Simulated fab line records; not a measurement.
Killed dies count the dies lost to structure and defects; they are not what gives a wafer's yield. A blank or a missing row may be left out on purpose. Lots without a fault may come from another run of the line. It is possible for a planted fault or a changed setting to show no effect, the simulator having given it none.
2 desks, one fault    flow n5-finfet    numbers are kept per desk, each desk with only its own; the story behind them comes last

AT THE TOOL OWNER'S DESK: pecvd-01
The tool's own readings at N5_BEOL_M12_DEP_53 (deposits SiCN from 3MS/NH3, target thk 30 nm, time 10.5 s): means of the sampled wafers that have a number, for each lot that ran on this tool. The brackets show how far a lot's mean lies from the usual mean; more than 4 standard deviations puts the lot out of limits, marked OUT.
Columns: A = showerhead-plenum-p-Torr at N5_BEOL_M12_DEP_53, usual 4.160 Torr; B = throttle-valve-pct at N5_BEOL_M12_DEP_53, usual 18.0 %
lot   first seen here  A      B
L966  day 11 12:23     4.159  17.6
L965  day 11 15:35     4.173  17.8
L968  day 11 21:52     4.146  17.6
L974  day 13 01:41     4.168  17.8
L980  day 15 03:21     4.166  17.6
L981  day 15 08:50     4.164  17.7
L982  day 15 11:07     4.162  17.5
Finding of this desk: none of the 7 lots has anything out of limits.

THE DEFECT DESK
Inspection counts along the route, by lot: the mean over sampled wafers that carry a number. The brackets show how far a lot's mean lies from the usual mean; more than 4 standard deviations puts the lot out of limits, marked OUT.
Columns: A = raw-defect-count at N5_BEOL_M12_INSPECT_30, usual 2.0; B = raw-defect-count at N5_BEOL_M12_INSPECT_55, usual 69; C = raw-defect-count at N5_BEOL_M13_INSPECT_12, usual 2.1
lot   first seen here  A    B              C
L966  day 11 04:55     1.7  79             2.0
L965  day 11 05:16     3.0  77             3.7
L968  day 11 18:46     2.7  91             2.3
L969  day 11 22:56     3.0  99             3.7
L970  day 12 00:02     2.3  65             1.3
L974  day 12 20:34     2.7  53             2.3
L980  day 14 23:10     1.7  76             1.7
L981  day 15 03:19     3.7  310 (+13) OUT  265.0 (+99 or more) OUT
L982  day 15 03:56     2.3  345 (+15) OUT  276.0 (+99 or more) OUT
L987  day 16 15:15     1.7  69             2.7
This desk finds L981, L982 out of limits, L981 being first, at day 15 08:55 (raw-defect-count at N5_BEOL_M12_INSPECT_55). Within limits: L966, L965, L968, L969, L970, L974, L980, L987.

TAKEN TOGETHER
The defect desk could have raised an alarm at day 15 08:55, on L981, L982.
The desk of the tool owner found nothing out of limits.
On record at the tool owner's desk: L981, L982, within its limits.
All the named lots went through N5_BEOL_M12_DEP_53 on pecvd-01.

WHAT THE SIMULATOR PUT IN
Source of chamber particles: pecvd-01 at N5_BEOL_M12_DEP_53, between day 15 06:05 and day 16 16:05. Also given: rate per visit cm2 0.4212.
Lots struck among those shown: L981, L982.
Hours from the fault's start to each desk's first reading out of limits: the defect desk, 3.
